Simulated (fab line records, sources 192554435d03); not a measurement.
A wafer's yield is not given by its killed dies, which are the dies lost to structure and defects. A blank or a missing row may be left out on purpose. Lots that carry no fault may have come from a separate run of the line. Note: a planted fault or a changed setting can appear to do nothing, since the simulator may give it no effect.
What tool caused it? ; flow n5Finfet ; 24 wafers from 8 lots sampled at 5 of the route's 1938 steps

WHAT THE GAUGES SHOWED, per wafer
N5_BEOL_M4_RC_MEAS_101. Usual: DIBL_N 36.3 mV/V, standard deviation 1.4; DIBL_P 35.7 mV/V, standard deviation 1.5; IOFF_N 0.155 nA/um, standard deviation 0.022; IOFF_P 0.204 nA/um, standard deviation 0.027; ION_N 671 uA/um, standard deviation 9; ION_P 459 uA/um, standard deviation 6.2; SS_N 71.5 mV/dec, standard deviation 0.54; SS_P 73.1 mV/dec, standard deviation 0.56; VT_N 250.2 mV, standard deviation 2.6; VT_P -251 mV, standard deviation 3.3.
lot;measured;on;DIBL_N (mV/V);DIBL_P (mV/V);IOFF_N (nA/um);IOFF_P (nA/um);ION_N (uA/um);ION_P (uA/um);SS_N (mV/dec);SS_P (mV/dec);VT_N (mV);VT_P (mV);flag
L774;day 10 10:51;prober-02;36.4 34.9 34.9;36.7 36.1 34.9;0.169 0.154 0.147;0.245 0.230 0.223;676 679 675;467 466 468;71.6 71.5 71.6;73.9 73.3 72.8;246.8 247.3 252.1;-246 -245 -246;
L776;day 10 22:15;prober-01;37.1 36.2 36.8;37.5 36.3 37.2;0.163 0.154 0.159;0.199 0.191 0.209;676 679 664;461 459 455;72.0 71.6 71.5;73.3 73.1 73.6;248.6 250.6 250.3;-251 -253 -253;
L779;day 11 07:46;prober-01;35.8 36.0 36.3;33.7 34.3 33.9;0.151 0.158 0.159;0.171 0.180 0.179;668 682 673;451 462 457;72.0 70.8 71.1;73.8 73.5 74.0;252.2 250.4 250.6;-260 -255 -255;
L786;day 13 05:38;prober-01;36.0 34.7 37.8;35.2 33.2 37.7;0.143 0.120 0.188;0.185 0.159 0.224;674 655 682;459 450 464;71.3 72.0 71.5;72.9 72.7 73.9;252.5 253.5 245.5;-254 -254 -251;
L787;day 13 06:14;prober-02;37.1 36.2 37.1;36.6 35.7 37.5;0.183 0.157 0.176;0.232 0.210 0.248;679 667 677;465 458 468;71.5 71.2 71.0;72.9 72.2 73.3;246.5 250.3 246.7;-248 -249 -245;
L789;day 13 19:38;prober-01;35.3 37.3 35.1;34.7 35.9 34.5;0.137 0.166 0.135;0.179 0.192 0.178;669 671 668;460 452 457;71.7 71.9 71.5;72.8 72.1 72.3;250.5 249.3 253.9;-255 -252 -253;

WHICH TOOL RAN EACH LOT (tool, then ch and the chambers of the sampled wafers, then the start)
lot;N5_MOL_CONTACT_COAG_CMP_23;N5_MOL_CONTACT_COAG_ETCH_90;N5_MOL_CONTACT_COAG_ETCH_91;N5_MOL_CONTACT_COAG_STRIP_96
L774;cmp-04 ch 1,2,3, day 7 03:21;rieDiel-03 ch 0,2, day 7 10:05;rieDiel-01 ch 0,2,3, day 7 10:32;rieDiel-01 ch 0,2,3, day 7 10:43
L776;cmp-01 ch 0,2,3, day 7 18:14;rieDiel-01 ch 2,3, day 7 22:02;rieDiel-01 ch 2,3, day 7 22:30;rieDiel-01 ch 2,3, day 7 22:41
L779;cmp-02 ch 1,2, day 8 11:20;rieDiel-01 ch 2,3, day 8 16:30;rieDiel-01 ch 0,1,2, day 8 17:57;rieDiel-01 ch 0,1,2, day 8 18:08
L781;cmp-04 ch 1,2,3, day 8 18:17;rieDiel-05 ch 0,2,3, day 9 00:35;rieDiel-01 ch 0,1,3, day 9 01:11;rieDiel-01 ch 0,1,3, day 9 01:22
L782;cmp-04 ch 0,3, day 8 22:35;rieDiel-05 ch 1,3, day 9 03:24;rieDiel-01 ch 0,2,3, day 9 03:41;rieDiel-01 ch 0,2,3, day 9 03:53
L786;cmp-04 ch 0,2,3, day 10 00:08;rieDiel-05 ch 1,3, day 10 04:13;rieDiel-03 ch 1,2,3, day 10 04:34;rieDiel-03 ch 1,2,3, day 10 04:46
L787;cmp-04 ch 0,1,3, day 10 07:19;rieDiel-03 ch 0,1,3, day 10 11:04;rieDiel-05 ch 0,3, day 10 11:24;rieDiel-05 ch 0,3, day 10 11:35
L789;cmp-02 ch 0,3, day 10 15:19;rieDiel-05 ch 0,2,3, day 10 20:32;rieDiel-01 ch 0,1,3, day 10 20:49;rieDiel-01 ch 0,1,3, day 10 21:01
- N5_MOL_CONTACT_COAG_CMP_23: polishes, stops on SiO2, t overpolish 1.5 s, target thk 0 nm.
- N5_MOL_CONTACT_COAG_ETCH_90: etches SiARC in CF4, target depth 13 nm, time 21.7 s.
- N5_MOL_CONTACT_COAG_ETCH_91: etches SOC in N2/H2, target depth 60 nm, overetch 21 nm, time 101.2 s.
- N5_MOL_CONTACT_COAG_STRIP_96: strips in N2/H2.

WHAT THE TOOLS THEMSELVES READ (means of the sampled wafers that have a number; where no wafer has one, the mark that the record gives instead)
N5_MOL_CONTACT_COAG_CMP_23. Usual: motorCurrentA 7.8 A, standard deviation 0.76; overpolishRunS 1.499 s, standard deviation 0.0085; padLifeWafers 1093, standard deviation 580; platenRpm 50.287 rpm, standard deviation 0.03; timeToEndpointS 10.1 s, standard deviation 2.5.
lot;tool;motorCurrentA (A);overpolishRunS (s);padLifeWafers;platenRpm (rpm);timeToEndpointS (s);flag
L774;cmp-04;8.1;1.510;404;50.282;11.2;
L776;cmp-01;7.5;1.498;1508;50.287;8.3;
L779;cmp-02;7.5;1.498;804;50.299;8.6;
L781;cmp-04;8.0;1.504;644;50.277;12.1;
L782;cmp-04;7.7;1.499;680;50.265;12.9;
L786;cmp-04;7.6;1.505;889;50.285;10.3;
L787;cmp-04;7.9;1.497;950;50.309;11.7;
L789;cmp-02;7.8;1.491;1206;50.303;9.9;

N5_MOL_CONTACT_COAG_ETCH_90. Usual: chamberPressureMTorr 40.00 mTorr, standard deviation 0.038; drypumpMotorCurrentA 5.8 A, standard deviation 0.49; etchRfOnTimeS 21.9 s, standard deviation 0.34; oesProductAu 0.66 a.u., standard deviation 0.072; rfFwdPowerW 531.9 W, standard deviation 1.8; rfVppV 184.3 V, standard deviation 1.2; showerheadPlenumPTorr 2.16 Torr, standard deviation 0.072; throttleValvePct 15.56 %, standard deviation 0.23.
lot;tool;chamberPressureMTorr (mTorr);drypumpMotorCurrentA (A);etchRfOnTimeS (s);oesProductAu (a.u.);rfFwdPowerW (W);rfVppV (V);showerheadPlenumPTorr (Torr);throttleValvePct (%);flag
L774;rieDiel-03;40.01;6.5;21.9;0.67;530.3;184.4;2.17;15.77;
L776;rieDiel-01;40.03;5.3;21.4;0.71;531.4;184.9;2.26;15.33;
L779;rieDiel-01;39.99;5.2;21.8;0.69;531.9;185.8;2.25;15.32;
L781;rieDiel-05;39.98;5.6;22.0;0.61;533.0;183.5;2.15;15.79;
L782;rieDiel-05;40.00;5.9;21.9;0.60;533.3;183.5;2.12;15.80;
L786;rieDiel-05;39.96;5.9;21.6;0.76;532.4;183.3;2.12;15.48;
L787;rieDiel-03;39.98;6.1;21.4;0.70;532.6;184.9;2.14;15.45;
L789;rieDiel-05;39.98;5.6;22.2;0.59;530.6;183.4;2.15;15.81;

N5_MOL_CONTACT_COAG_ETCH_91. Usual: chamberPressureMTorr 29.997 mTorr, standard deviation 0.027; drypumpMotorCurrentA 5.8 A, standard deviation 0.49; n2FlowSccm 200.0 sccm, standard deviation 0.64; oesProductAu 0.66 a.u., standard deviation 0.063; rfFwdPowerW 835.5 W, standard deviation 2.9; rfVppV 524.7 V, standard deviation 2.8; showerheadPlenumPTorr 2.57 Torr, standard deviation 0.098; throttleValvePct 17.71 %, standard deviation 0.27.
lot;tool;chamberPressureMTorr (mTorr);drypumpMotorCurrentA (A);n2FlowSccm (sccm);oesProductAu (a.u.);rfFwdPowerW (W);rfVppV (V);showerheadPlenumPTorr (Torr);throttleValvePct (%);flag
L774;rieDiel-01;29.987;5.3;200.7;0.66;834.0;527.4;2.67;17.61;
L776;rieDiel-01;30.003;5.2;200.1;0.68;837.8;528.6;2.70;17.61;
L779;rieDiel-01;30.002;5.7;199.5;0.70;832.7;524.7;2.57;17.48;
L781;rieDiel-01;30.012;5.6;200.5;0.70;837.1;523.7;2.57;17.50;
L782;rieDiel-01;29.961;5.3;200.3;0.72;832.7;527.7;2.66;17.47;
L786;rieDiel-03;30.002;6.2;199.9;0.63;836.3;524.1;2.57;17.74;
L787;rieDiel-05;30.005;5.3;199.5;0.59;834.1;525.4;2.58;17.99;
L789;rieDiel-01;29.984;5.6;200.1;0.67;833.1;524.1;2.57;17.52;

N5_MOL_CONTACT_COAG_STRIP_96. Usual: biasPowerW 28.01 W, standard deviation 0.085; chamberPressureMTorr 50.00 mTorr, standard deviation 0.065; drypumpMotorCurrentA 5.8 A, standard deviation 0.49; n2FlowSccm 300.0 sccm, standard deviation 0.96; oesProductAu 0.78 a.u., standard deviation 0.079; powerW 500.0 W, standard deviation 1.8; rfVppV 122.1 V, standard deviation 1.3; showerheadPlenumPTorr 3.39 Torr, standard deviation 0.12; throttleValvePct 18.8 %, standard deviation 0.38.
lot;tool;biasPowerW (W);chamberPressureMTorr (mTorr);drypumpMotorCurrentA (A);n2FlowSccm (sccm);oesProductAu (a.u.);powerW (W);rfVppV (V);showerheadPlenumPTorr (Torr);throttleValvePct (%);flag
L774;rieDiel-01;28.05;50.01;5.3;299.8;0.78;498.1;122.4;3.52;18.8;
L776;rieDiel-01;27.96;50.01;5.2;299.3;0.82;499.4;122.7;3.55;18.9;
L779;rieDiel-01;27.98;50.01;5.7;299.7;0.84;498.9;122.2;3.39;18.5;
L781;rieDiel-01;-;-;-;-;-;-;-;-;-;OFF
L782;rieDiel-01;-;-;-;-;-;-;-;-;-;OFF
L786;rieDiel-03;28.02;49.93;6.2;299.5;0.75;499.8;122.8;3.39;18.8;
L787;rieDiel-05;28.00;49.97;5.3;300.4;0.70;500.7;121.6;3.41;19.1;
L789;rieDiel-01;27.94;50.02;5.6;300.6;0.81;500.5;122.4;3.39;18.6;

THE ANSWER, worked out from the rows above alone
Rule: lot off if the mean of its wafers having a number is beyond 3 standard deviations from the usual mean. Also off: a lot with no number at a reading for which 4 or more lots have one. The other lots that the step has rows for count as sound. The gauges are gone through in route order, then the tools' own readings, and for those a lot's mean is taken as printed above. The first step at which some lot is off is used, and at that step the reading that is off furthest; a lot without a number counts as furthest.
Off at N5_MOL_CONTACT_COAG_STRIP_96 (biasPowerW): L781, L782. Without a number there: L781, L782.
If a tool, at that step or one of the process steps before it, ran each lot that is off and ran no sound lot following the first of them, it fits. None of those tried fits.

WHAT WAS PUT IN BY THE SIMULATOR
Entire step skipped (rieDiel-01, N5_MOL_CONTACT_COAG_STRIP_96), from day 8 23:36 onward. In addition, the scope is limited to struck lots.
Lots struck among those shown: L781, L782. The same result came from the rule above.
